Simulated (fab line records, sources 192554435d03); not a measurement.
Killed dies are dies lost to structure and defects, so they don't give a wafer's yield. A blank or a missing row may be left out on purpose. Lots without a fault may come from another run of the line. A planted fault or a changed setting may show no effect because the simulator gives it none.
fab line records | flow n5_finfet
record lots=7 wafers=39
route steps=1938 shown PMOS_HMC_CHANNEL_EPI@64 MOL_CONTACT_COAG@544 BEOL_M0_SAQP@672 BEOL_M1@800 BEOL_M6@1230 BEOL_M8@1332
start_h: hours from the record's first day to the start of the lot's first wafer shown | wait_h: hours since the lot's step before | " the same as in the row above | L1.1+2: a row that stands for several wafers | - no value, or no start given | * or withheld: withheld | < > ~ a bound
route shown NAME@n: a module of which the file shows steps, and the number in the route of the first | usual: mean/standard deviation of fault-free wafers | same: alike in all rows | chamber/n: place in a boat | sites: the reading at each site | _std_site: their standard deviation | _edge_site: outer sites' mean less inner sites' | radius_mm: how far each site lies from the wafer's centre | mask NAME#n: copy n | behind: the tool/chamber that last shaped the wafer | hold: why the lot was held/for how many hours/how that ended | device: the transistor (n, p or np) that didn't switch | end of line: the same wafers' tests at the end of the route | a step without rows: its recipe alone | killed: dies lost to structure and defects at the first sort, not the wafer's yield | map: a wafer's dies, x killed, . not, _ none there
set.NAME: the setting as run; set.NAME@STEP: as run at that earlier step | model.NAME: the simulator's own value behind a step, which no gauge read
lots whose settings were changed on purpose; a table a step, a row a wafer
## steps
# step N5_PMOS_HMC_CHANNEL_EPI_DEVELOP_08
# recipe develop_time_s=30 developer=TMAH resist=CAR-ArF-block dev_temp_c=23 rinse_liquid=diw dry=air_spin
# columns lot.wafer tool chamber start_h wait_h set.develop_time_s
L074.1+5+6 litho_track-03 0 - - 18.83
L074.2+3+4 " 0 " " 30
L075.1+2+4 litho_track-04 0 - - 30
L075.3+5+6 " 0 " " 47.84
L076.1+4+6 litho_track-04 0 - - 41.39
L076.2+3+5 " 0 " " 30
L078.1+2+4 litho_track-04 0 - - 30
L078.3+5+6 " 0 " " 42.06
L086.3+5+6 litho_track-01 0 - - 30
L092.1+3+6 litho_track-03 0 - - 30
L092.2+4+5 " 0 " " 20.82
L097.1+4+6 litho_track-01 0 - - 44.92
L097.2+3+5 " 0 " " 30
# step N5_PMOS_HMC_CHANNEL_EPI_CD_MEAS_09
# recipe target_cd_nm=237.4 landing_energy_ev=500 detector=se_inlens
# usual cd_nm=237.1/0.99
# columns lot.wafer tool chamber start_h wait_h set.develop_time_s@PMOS_HMC_CHANNEL_EPI_DEVELOP_08 cd_nm
L074.1 cd_sem-01 0 17.65 - 18.83 234.2
L074.2 " 0 " " 30 237.3
L074.3 " 0 " " 30 236.8
L074.4 " 0 " " 30 238.6
L074.5 " 0 " " 18.83 234.1
L074.6 " 0 " " 18.83 233.7
L075.1 cd_sem-02 0 23.31 - 30 239.1
L075.2 " 0 " " 30 237.6
L075.3 " 0 " " 47.84 239.7
L075.4 " 0 " " 30 237.4
L075.5 " 0 " " 47.84 241.1
L075.6 " 0 " " 47.84 240.9
L076.1 cd_sem-02 0 29.13 - 41.39 240.6
L076.2 " 0 " " 30 236.8
L076.3 " 0 " " 30 236.5
L076.4 " 0 " " 41.39 238.7
L076.5 " 0 " " 30 237.5
L076.6 " 0 " " 41.39 239.0
L078.1 cd_sem-01 0 41.17 - 30 237.5
L078.2 " 0 " " 30 238.0
L078.3 " 0 " " 42.06 239.7
L078.4 " 0 " " 30 236.4
L078.5 " 0 " " 42.06 239.1
L078.6 " 0 " " 42.06 239.0
L086.3 cd_sem-03 0 89.61 - 30 234.3
L086.5 " 0 " " 30 236.1
L086.6 " 0 " " 30 235.8
L092.1 cd_sem-02 0 125.36 - 30 236.8
L092.2 " 0 " " 20.82 233.9
L092.3 " 0 " " 30 235.8
L092.4 " 0 " " 20.82 233.8
L092.5 " 0 " " 20.82 233.7
L092.6 " 0 " " 30 236.6
L097.1 cd_sem-01 0 156.13 - 44.92 238.6
L097.2 " 0 " " 30 236.6
L097.3 " 0 " " 30 236.2
L097.4 " 0 " " 44.92 238.2
L097.5 " 0 " " 30 236.3
L097.6 " 0 " " 44.92 239.0
# step N5_PMOS_HMC_CHANNEL_EPI_DESCUM_14
# recipe chemistry=O2 time_s=7.9 source_power_w=50 bias_power_w=20 pressure_mtorr=20 rf_frequency_hz=2.712e+07 temp_c=40 resist=CAR-ArF-block o2_flow_sccm=225
# columns lot.wafer tool chamber start_h wait_h set.develop_time_s@PMOS_HMC_CHANNEL_EPI_DEVELOP_08 model.PMOS_HMC_CHANNEL_EPI.cd_nm
L074.1+5 rie_diel-05 1,3 17.74 0.0 18.83 234.1
L074.2 " 0 " " 30 237.4
L074.3 " 3 " " 30 236.9
L074.4 " 2 " " 30 238.7
L074.6 " 0 " " 18.83 233.9
L075.1 rie_diel-04 1 23.45 0.1 30 239
L075.2 " 2 " " 30 238.1
L075.3 " 3 " " 47.84 239.4
L075.4 " 0 " " 30 236.9
L075.5+6 " 3,2 " " 47.84 240.9
L076.1 rie_diel-04 1 29.22 0.0 41.39 240.9
L076.2 " 2 " " 30 237.1
L076.3 " 3 " " 30 236.3
L076.4 " 0 " " 41.39 238.6
L076.5 " 3 " " 30 237.6
L076.6 " 2 " " 41.39 239.3
L078.1 rie_diel-05 3 41.25 0.0 30 237.7
L078.2 " 1 " " 30 238.3
L078.3 " 0 " " 42.06 239.6
L078.4 " 2 " " 30 236.9
L078.5 " 0 " " 42.06 239.2
L078.6 " 1 " " 42.06 239
L086.3 rie_diel-05 0 89.69 0.0 30 234.2
L086.5+6 " 2,3 " " 30 235.9
L092.1 rie_diel-03 1 125.45 0.0 30 236.5
L092.2 " 2 " " 20.82 233.8
L092.3 " 0 " " 30 235.6
L092.4 " 3 " " 20.82 233.7
L092.5 " 2 " " 20.82 233.5
L092.6 " 1 " " 30 236.6
L097.1 rie_diel-05 1 156.22 0.0 44.92 238.4
L097.2 " 2 " " 30 236.4
L097.3+5 " 3 " " 30 236
L097.4 " 0 " " 44.92 238.6
L097.6 " 2 " " 44.92 239.2
# step N5_MOL_CONTACT_COAG_ALD_20
# recipe material=TiN target_thk_a=15 temp_c=400 ald_precursor_family=TiCl4 ald_co_reactant=NH3 pulse_time_s=1 purge_time_s=3 co_reactant_purge_time_s=2 co_reactant_pulse_time_s=2 ald_cycles=68 pressure_torr=3
# columns lot.wafer tool chamber start_h wait_h set.ald_cycles model.TiN_of_MOL_CONTACT_COAG_ALD_20.thk_nm
L074.1+3+5 ald_metal-03 3,2,1 91.74 0.1 46 1
L074.2+4+6 " 1,0,0 " " 68 1.4
L075.1+3+5 ald_metal-02 0,3,3 95.42 0.1 68 1.4
L075.2+4+6 " 2,1,2 " " 55 1.2
L076.1+2+3 ald_metal-04 2,3,1 100.94 0.1 81 1.8
L076.4+5+6 " 0,0,1 " " 68 1.6
L078.1+2+4 ald_metal-02 1,3,2 120.63 0.1 68 1.6
L078.3+5+6 " 0,0,3 " " 68 1.4
L086.3+5+6 ald_metal-04 3,3,2 168.73 0.1 68 1.4
L092.1+5 ald_metal-02 1,2 197.97 0.1 68 1.6
L092.2+3+6 " 0,3,3 " " 96 2.2
L092.4 " 2 " " 68 1.4
L097.1+5+6 ald_metal-02 0,3,2 232.68 0.1 35 0.8
L097.2+3+4 " 1,3,2 " " 68 1.6
# step N5_BEOL_M0_SAQP_ETCH_106
# recipe chemistry=N2/H2 target=SOC target_depth_a=1500 stop_on=SiNx ion_energy_ev=100 bias_w=61 pressure_mtorr=30 source_w=850 n2_flow_sccm=200 h2_flow_sccm=200
# columns lot.wafer tool chamber start_h wait_h set.target_depth_a model.SOC_of_BEOL_M0_SAQP_COAT_105.thk_nm
L074.1+4 rie_diel-05 0,3 112.93 - 1500 25.4
L074.2 " 3 " " 1500 25
L074.3 " 1 " " 1500 21.8
L074.5 " 1 " " 1500 22.2
L074.6 " 0 " " 1500 24.8
L075.1 rie_diel-05 3 117.05 - 1252 37.4
L075.2 " 0 " " 1252 37
L075.3 " 1 " " 1252 34
L075.4 " 1 " " 1500 20.6
L075.5 " 3 " " 1500 24.8
L075.6 " 0 " " 1500 24.6
L076.1 rie_diel-03 1 124.17 - 1500 23.8
L076.2 " 2 " " 1500 21.8
L076.3 " 3 " " 1500 23.2
L076.4+5 " 0,3 " " 1500 24.2
L076.6 " 2 " " 1500 22.8
L078.1 rie_diel-05 2 140.06 - 1500 23
L078.2 " 0 " " 1500 24.2
L078.3 " 1 " " 1500 21
L078.4 " 3 " " 1500 24
L078.5 " 1 " " 1500 20.8
L078.6 " 2 " " 1500 22.6
L086.3 rie_diel-04 1 190.16 - 1500 25.6
L086.5 " 1 " " 1500 24.8
L086.6 " 0 " " 1500 24.4
L092.1 rie_diel-04 0 218.54 - 1500 24.8
L092.2 " 3 " " 1500 26.8
L092.3 " 1 " " 1823 9.6
L092.4 " 3 " " 1500 26.4
L092.5+6 " 1,0 " " 1823 8.8
L097.1 rie_diel-05 1 254.08 - 1500 22
L097.2 " 2 " " 1088 43.6
L097.3 " 0 " " 1500 24.6
L097.4 " 0 " " 1088 45.2
L097.5 " 1 " " 1088 42.8
L097.6 " 2 " " 1500 21.4
# step N5_BEOL_M0_SAQP_ETCH_107
# recipe chemistry=CH3F/O2 target=SiNx target_depth_a=300 mask_material=SOC pressure_mtorr=30 source_w=395 bias_w=73 Ar_flow_sccm=150 CH3F_flow_sccm=30 O2_flow_sccm=20 ion_energy_ev=120
# columns lot.wafer tool chamber start_h wait_h set.target_depth_a@BEOL_M0_SAQP_ETCH_106 model.SOC_of_BEOL_M0_SAQP_COAT_105.thk_nm
L074.1+4 rie_diel-05 0,3 112.99 0.0 1500 14.6
L074.2 " 3 " " 1500 14
L074.3 " 1 " " 1500 10.6
L074.5 " 1 " " 1500 11
L074.6 " 0 " " 1500 13.8
L075.1 rie_diel-05 3 117.11 0.0 1252 26.4
L075.2 " 0 " " 1252 26.2
L075.3 " 1 " " 1252 22.8
L075.4 " 1 " " 1500 9.6
L075.5+6 " 3,0 " " 1500 13.8
L076.1 rie_diel-03 1 124.23 0.0 1500 13
L076.2 " 2 " " 1500 11
L076.3 " 3 " " 1500 12.6
L076.4+5 " 0,3 " " 1500 13.4
L076.6 " 2 " " 1500 11.8
L078.1 rie_diel-05 2 140.12 0.0 1500 12
L078.2+4 " 0,3 " " 1500 13.2
L078.3 " 1 " " 1500 9.8
L078.5 " 1 " " 1500 9.6
L078.6 " 2 " " 1500 11.4
L086.3 rie_diel-04 1 190.22 0.0 1500 14.8
L086.5 " 1 " " 1500 14.2
L086.6 " 0 " " 1500 13.6
L092.1 rie_diel-04 0 218.60 0.0 1500 14
L092.2 " 3 " " 1500 15.8
L092.3+5+6 " 1,1,0 " " 1823 0
L092.4 " 3 " " 1500 15.6
L097.1 rie_diel-05 1 254.14 0.0 1500 10.8
L097.2 " 2 " " 1088 32.2
L097.3 " 0 " " 1500 13.6
L097.4 " 0 " " 1088 34.2
L097.5 " 1 " " 1088 31.6
L097.6 " 2 " " 1500 10
# step N5_BEOL_M1_TRENCH_ETCH_37
# recipe chemistry=C4F6/O2 target_depth_a=552.07 target=SiOC time_s=29 ion_energy_ev=250 pressure_mtorr=30 source_w=355 bias_w=185 Ar_flow_sccm=300 C4F6_flow_sccm=10 O2_flow_sccm=10
# columns lot.wafer tool chamber start_h wait_h set.target_depth_a model.BEOL_M1.feature_depth_nm model.etch.depth_nm model.TiN_of_BEOL_M1_HM_DEP_02.thk_nm
L074.1 rie_diel-03 2 - - 257.5 26 25.9 18.4
L074.2 " 3 " " 552.07 55.2 55.11 17.6
L074.3 " 1 " " 552.07 55.4 55.44 17.8
L074.4 " 0 " " 257.5 25.8 25.83 18.4
L074.5 " 3 " " 257.5 25.6 25.65 18.6
L074.6 " 0 " " 552.07 55.6 55.52 17.6
L075.1 rie_diel-03 2 - - 552.07 56.8 56.72 17.4
L075.2 " 0 " " 277.2 28 28.08 19
L075.3 " 1 " " 277.2 27.8 27.8 19.2
L075.4 " 3 " " 552.07 55.2 55.25 17.4
L075.5 " 3 " " 552.07 55.6 55.68 17.4
L075.6 " 2 " " 277.2 28.4 28.42 18.6
L076.1 rie_diel-04 0 - - 779.1 78.2 78.14 16.6
L076.2 " 2 " " 779.1 77.8 77.81 17
L076.3 " 1 " " 552.07 54 54.07 18
L076.4 " 3 " " 779.1 76.8 76.76 17
L076.5 " 1 " " 552.07 54.6 54.52 17.8
L076.6 " 2 " " 552.07 55.2 55.24 18
L078.1 rie_diel-05 1 - - 552.07 56.8 56.85 17.6
L078.2 " 2 " " 552.07 56 56.07 17.6
L078.3 " 0 " " 552.07 55.6 55.63 18
L078.4 " 3 " " 552.07 55.8 55.74 17.8
L078.5 " 1 " " 552.07 57.2 57.28 17.6
L078.6 " 2 " " 552.07 56.4 56.38 17.6
L086.3 rie_diel-04 0 - - 552.07 54.2 54.28 17.6
L086.5 " 2 " " 552.07 54.2 54.13 17.4
L086.6 " 0 " " 552.07 54.2 54.3 17.8
L092.1 rie_diel-04 3 - - 851.6 84.2 84.28 17.4
L092.2 " 2 " " 552.07 54.6 54.61 18.4
L092.3 " 0 " " 851.6 85.2 85.21 16.6
L092.4 " 1 " " 851.6 82.2 82.13 17
L092.5 " 2 " " 552.07 55 54.91 18.4
L092.6 " 1 " " 552.07 53.4 53.46 18.4
L097.1 rie_diel-03 0 - - 552.07 54.6 54.66 17.6
L097.2 " 2 " " 552.07 57.4 57.48 17.4
L097.3 " 1 " " 552.07 53.4 53.36 18
L097.4 " 3 " " 552.07 55.2 55.12 17.4
L097.5 " 0 " " 552.07 54.6 54.53 18
L097.6 " 1 " " 552.07 53.8 53.89 17.8
# step N5_BEOL_M1_ETCH_41
# recipe chemistry=CH3F/O2 target=SiCN target_depth_a=319 taper_deg=2 time_s=57.8 ion_energy_ev=120 mask_material=TiN pressure_mtorr=30 source_w=395 bias_w=75 Ar_flow_sccm=150 CH3F_flow_sccm=30 O2_flow_sccm=20
# step N5_BEOL_M1_STRIP_97
# recipe chemistry=N2/H2 time_s=10 power_w=450 temp_c=40 pressure_mtorr=20 rf_frequency_hz=6e+07 bias_power_w=7 n2_flow_sccm=200 h2_flow_sccm=200
# step N5_BEOL_M1_OCD_MEAS_38
# usual trench_depth_nm=55.3/0.95
# columns lot.wafer tool chamber start_h wait_h set.target_depth_a@BEOL_M1_TRENCH_ETCH_37 trench_depth_nm
L074.1 ocd-01 - 128.02 - 257.5 25.9
L074.2 " - " " 552.07 55.3
L074.3 " - " " 552.07 55.5
L074.4 " - " " 257.5 25.3
L074.5 " - " " 257.5 25.6
L074.6 " - " " 552.07 55.9
L075.1 ocd-01 - 139.36 - 552.07 56.7
L075.2 " - " " 277.2 28.3
L075.3 " - " " 277.2 27.9
L075.4 " - " " 552.07 55.4
L075.5 " - " " 552.07 55.7
L075.6 " - " " 277.2 28.2
L076.1 ocd-01 - 139.38 - 779.1 77.7
L076.2 " - " " 779.1 78.0
L076.3 " - " " 552.07 54.3
L076.4 " - " " 779.1 76.9
L076.5 " - " " 552.07 54.0
L076.6 " - " " 552.07 55.3
L078.1 ocd-02 - 154.81 - 552.07 57.1
L078.2 " - " " 552.07 56.3
L078.3 " - " " 552.07 56.2
L078.4 " - " " 552.07 56.2
L078.5 " - " " 552.07 57.5
L078.6 " - " " 552.07 56.3
L086.3 ocd-02 - 212.36 - 552.07 54.3
L086.5 " - " " 552.07 54.3
L086.6 " - " " 552.07 53.6
L092.1 ocd-01 - 239.74 - 851.6 84.5
L092.2 " - " " 552.07 54.5
L092.3 " - " " 851.6 85.0
L092.4 " - " " 851.6 81.9
L092.5 " - " " 552.07 55.0
L092.6 " - " " 552.07 53.2
L097.1 ocd-02 - 275.25 - 552.07 54.7
L097.2 " - " " 552.07 56.9
L097.3 " - " " 552.07 53.5
L097.4 " - " " 552.07 55.1
L097.5 " - " " 552.07 54.4
L097.6 " - " " 552.07 53.8
# step N5_BEOL_M6_DESCUM_33
# recipe chemistry=O2 time_s=7 source_power_w=50 bias_power_w=20 pressure_mtorr=20 rf_frequency_hz=2.712e+07 temp_c=40 resist=CAR-EUV o2_flow_sccm=225
# columns lot.wafer tool chamber start_h wait_h set.time_s model.CAR-EUV_of_BEOL_M6_COAT_22.thk_nm model.BEOL_M6.cd_nm
L074.1+2 rie_diel-06 2,0 180.56 0.5 8.343 25.6 40
L074.3 " 3 " " 8.343 25.4 40
L074.4+6 " 0,2 " " 7 26.2 39.8
L074.5 " 3 " " 7 26 39.8
L076.1+6 rie_diel-01 0,1 202.36 0.0 7 26 40.2
L076.2 " 3 " " 7 25.8 39.8
L076.3+4 " 1,2 " " 7 26 40
L076.5 " 2 " " 7 25.8 40
L075.1+5 rie_diel-01 2,1 210.37 0.0 7 26 39.8
L075.2 " 1 " " 7 26.2 39.8
L075.3+6 " 3,2 " " 9.17 25 40.2
L075.4 " 0 " " 9.17 25.2 40.2
L078.1+3+5 rie_diel-06 1,3,0 218.92 0.2 7 26.2 40.2
L078.2 " 0 " " 10.6 24.2 40.8
L078.4+6 " 1,3 " " 10.6 24.4 40.6
L086.3+5 rie_diel-06 3,2 280.46 0.0 7 26 40
L086.6 " 3 " " 7 26 40.2
L092.1+4 rie_diel-01 3,0 307.87 0.0 7 26 40
L092.2+3 " 2,1 " " 8.817 25 40.2
L092.5 " 3 " " 7 26 40.2
L092.6 " 0 " " 8.817 25.2 40.4
L097.1+5 rie_diel-02 1 364.35 0.0 7 26 40.2
L097.2 " 3 " " 8.867 25.2 40.4
L097.3+6 " 0 " " 8.867 25 40.4
L097.4 " 3 " " 7 26.2 40.2
# step N5_BEOL_M8_ILD_DEP_00
# recipe material=SiCOH_lowk target_thk_a=1797.5 temp_c=300 precursor=DEMS/porogen pressure_torr=5 rf_w=500 time_s=33.4
# columns lot.wafer tool chamber start_h wait_h set.target_thk_a model.SiCOH_lowk_of_BEOL_M8_ILD_DEP_00.thk_nm
L074.1 pecvd-03 2 198.62 0.0 1797.5 179.6
L074.2 " 1 " " 1797.5 176.4
L074.3 " 0 " " 1172 116.2
L074.4 " 2 " " 1172 117.2
L074.5 " 1 " " 1797.5 179.2
L074.6 " 0 " " 1172 117.8
L076.1 pecvd-01 1 213.71 0.0 2580 255
L076.2 " 0 " " 1797.5 177.4
L076.3 " 1 " " 1797.5 181.2
L076.4 " 0 " " 1797.5 183.2
L076.5 " 0 " " 2580 261.6
L076.6 " 1 " " 2580 260.4
L075.1 pecvd-02 0 224.35 0.0 1797.5 176.8
L075.2 " 2 " " 1172 113.6
L075.3 " 1 " " 1172 118.8
L075.4 " 2 " " 1172 117.4
L075.5 " 0 " " 1797.5 180
L075.6 " 1 " " 1797.5 180.8
L078.1+2 pecvd-02 2,1 230.98 0.0 2845 283.6
L078.3+4 " 0,2 " " 1797.5 179.2
L078.5 " 1 " " 2845 287.4
L078.6 " 0 " " 1797.5 181
L086.3 pecvd-02 2 296.10 0.1 1797.5 180.2
L086.5 " 0 " " 1797.5 179.2
L086.6 " 2 " " 1797.5 180.4
L092.1 pecvd-03 1 322.92 0.0 1375 135
L092.2 " 2 " " 1375 138
L092.3 " 0 " " 1797.5 176.4
L092.4 " 1 " " 1375 136.6
L092.5 " 2 " " 1797.5 181.8
L092.6 " 0 " " 1797.5 182
L097.1 pecvd-03 2 372.98 0.0 1797.5 181.2
L097.2 " 1 " " 1797.5 177.6
L097.3 " 0 " " 1797.5 175.8
L097.4 " 1 " " 1797.5 177.4
L097.5 " 2 " " 1797.5 180
L097.6 " 0 " " 1797.5 180.2
# step N5_BEOL_M8_CURE_74
# recipe temp_c=385 time_s=240 ambient=He/Ar material=SiCOH_lowk
# columns lot.wafer tool chamber start_h wait_h set.target_thk_a@BEOL_M8_ILD_DEP_00 model.SiCOH_lowk_of_BEOL_M8_ILD_DEP_00.thk_nm
L074.1 uv_cure-01 2 198.68 0.0 1797.5 154.8
L074.2 " 2 " " 1797.5 152
L074.3 " 2 " " 1172 99.8
L074.4 " 2 " " 1172 100.8
L074.5 " 2 " " 1797.5 154.4
L074.6 " 2 " " 1172 101.2
L076.1 uv_cure-03 0 215.64 1.9 2580 221
L076.2 " 0 " " 1797.5 153
L076.3 " 0 " " 1797.5 156.2
L076.4 " 0 " " 1797.5 158
L076.5 " 0 " " 2580 226.6
L076.6 " 0 " " 2580 225.6
L075.1 uv_cure-01 1 224.42 0.1 1797.5 152.4
L075.2 " 1 " " 1172 97.6
L075.3 " 1 " " 1172 102.2
L075.4 " 1 " " 1172 100.8
L075.5 " 1 " " 1797.5 155.2
L075.6 " 1 " " 1797.5 155.8
L078.1+2 uv_cure-03 2 231.62 0.6 2845 246
L078.3+4 " 2 " " 1797.5 154.6
L078.5 " 2 " " 2845 249.4
L078.6 " 2 " " 1797.5 156
L086.3 uv_cure-01 1 296.48 0.4 1797.5 155.4
L086.5 " 1 " " 1797.5 154.6
L086.6 " 1 " " 1797.5 155.6
L092.1 uv_cure-01 0 322.98 0.0 1375 116.2
L092.2 " 0 " " 1375 118.6
L092.3 " 0 " " 1797.5 152
L092.4 " 0 " " 1375 117.4
L092.5 " 0 " " 1797.5 156.8
L092.6 " 0 " " 1797.5 157
L097.1 uv_cure-03 1 373.05 0.0 1797.5 156.2
L097.2 " 1 " " 1797.5 153.2
L097.3 " 1 " " 1797.5 151.6
L097.4 " 1 " " 1797.5 153
L097.5 " 1 " " 1797.5 155.2
L097.6 " 1 " " 1797.5 155.4
# step N5_BEOL_M8_THK_MEAS_01
# recipe reads=SiCOH_lowk_of_BEOL_M8_ILD_DEP_00
# usual M8_ILD_THK=154.8/1.8
# columns lot.wafer tool chamber start_h wait_h set.target_thk_a@BEOL_M8_ILD_DEP_00 M8_ILD_THK[nm]
L074.1 film_metro-01 - 199.21 0.4 1797.5 154.9
L074.2 " - " " 1797.5 152.1
L074.3 " - " " 1172 99.7
L074.4 " - " " 1172 100.8
L074.5 " - " " 1797.5 154.5
L074.6 " - " " 1172 101.3
L076.1 film_metro-01 - 216.15 0.4 2580 220.9
L076.2 " - " " 1797.5 153.1
L076.3 " - " " 1797.5 156.2
L076.4 " - " " 1797.5 157.9
L076.5 " - " " 2580 226.5
L076.6 " - " " 2580 225.7
L075.1 film_metro-01 - 224.94 0.4 1797.5 152.4
L075.2 " - " " 1172 97.6
L075.3 " - " " 1172 102.2
L075.4 " - " " 1172 100.8
L075.5 " - " " 1797.5 155.4
L075.6 " - " " 1797.5 155.8
L078.1 film_metro-01 - 232.14 0.4 2845 246.1
L078.2 " - " " 2845 246.1
L078.3 " - " " 1797.5 154.6
L078.4 " - " " 1797.5 154.5
L078.5 " - " " 2845 249.4
L078.6 " - " " 1797.5 156.1
L086.3 film_metro-02 - 297.15 0.5 1797.5 155.3
L086.5 " - " " 1797.5 154.7
L086.6 " - " " 1797.5 155.6
L092.1 film_metro-02 - 323.49 0.4 1375 116.2
L092.2 " - " " 1375 118.6
L092.3 " - " " 1797.5 151.9
L092.4 " - " " 1375 117.4
L092.5 " - " " 1797.5 157.0
L092.6 " - " " 1797.5 157.0
L097.1 film_metro-01 - 373.56 0.4 1797.5 156.4
L097.2 " - " " 1797.5 153.1
L097.3 " - " " 1797.5 151.6
L097.4 " - " " 1797.5 153.0
L097.5 " - " " 1797.5 155.3
L097.6 " - " " 1797.5 155.5
## key
split step=N5_PMOS_HMC_CHANNEL_EPI_DEVELOP_08 setting=develop_time_s stated=30 by=wafer
response step=N5_PMOS_HMC_CHANNEL_EPI_CD_MEAS_09 reading=cd_nm change=+0.0567 per=1% r=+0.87
response step=N5_PMOS_HMC_CHANNEL_EPI_DESCUM_14 reading=model.PMOS_HMC_CHANNEL_EPI.cd_nm change=+0.057 per=1% r=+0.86
split step=N5_MOL_CONTACT_COAG_ALD_20 setting=ald_cycles stated=68 by=wafer
response step=N5_MOL_CONTACT_COAG_ALD_20 reading=model.TiN_of_MOL_CONTACT_COAG_ALD_20.thk_nm change=+0.0149 per=1% r=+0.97
split step=N5_BEOL_M0_SAQP_ETCH_106 setting=target_depth_a stated=1500 by=wafer
response step=N5_BEOL_M0_SAQP_ETCH_106 reading=model.SOC_of_BEOL_M0_SAQP_COAT_105.thk_nm change=-0.777 per=1% r=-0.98
response step=N5_BEOL_M0_SAQP_ETCH_107 reading=model.SOC_of_BEOL_M0_SAQP_COAT_105.thk_nm change=-0.75 per=1% r=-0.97
split step=N5_BEOL_M1_TRENCH_ETCH_37 setting=target_depth_a stated=552.07 by=wafer
response step=N5_BEOL_M1_TRENCH_ETCH_37 reading=model.BEOL_M1.feature_depth_nm change=+0.553 per=1% r=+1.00
response step=N5_BEOL_M1_TRENCH_ETCH_37 reading=model.etch.depth_nm change=+0.553 per=1% r=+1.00
response step=N5_BEOL_M1_TRENCH_ETCH_37 reading=model.TiN_of_BEOL_M1_HM_DEP_02.thk_nm change=-0.024 per=1% r=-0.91
response step=N5_BEOL_M1_OCD_MEAS_38 reading=trench_depth_nm change=+0.555 per=1% r=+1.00
split step=N5_BEOL_M6_DESCUM_33 setting=time_s stated=7 by=wafer
response step=N5_BEOL_M6_DESCUM_33 reading=model.CAR-EUV_of_BEOL_M6_COAT_22.thk_nm change=-0.0353 per=1% r=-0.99
response step=N5_BEOL_M6_DESCUM_33 reading=model.BEOL_M6.cd_nm change=+0.00947 per=1% r=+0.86
split step=N5_BEOL_M8_ILD_DEP_00 setting=target_thk_a stated=1797.5 by=wafer
response step=N5_BEOL_M8_ILD_DEP_00 reading=model.SiCOH_lowk_of_BEOL_M8_ILD_DEP_00.thk_nm change=+1.8 per=1% r=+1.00
response step=N5_BEOL_M8_CURE_74 reading=model.SiCOH_lowk_of_BEOL_M8_ILD_DEP_00.thk_nm change=+1.57 per=1% r=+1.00
response step=N5_BEOL_M8_THK_MEAS_01 reading=M8_ILD_THK change=+1.57 per=1% r=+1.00
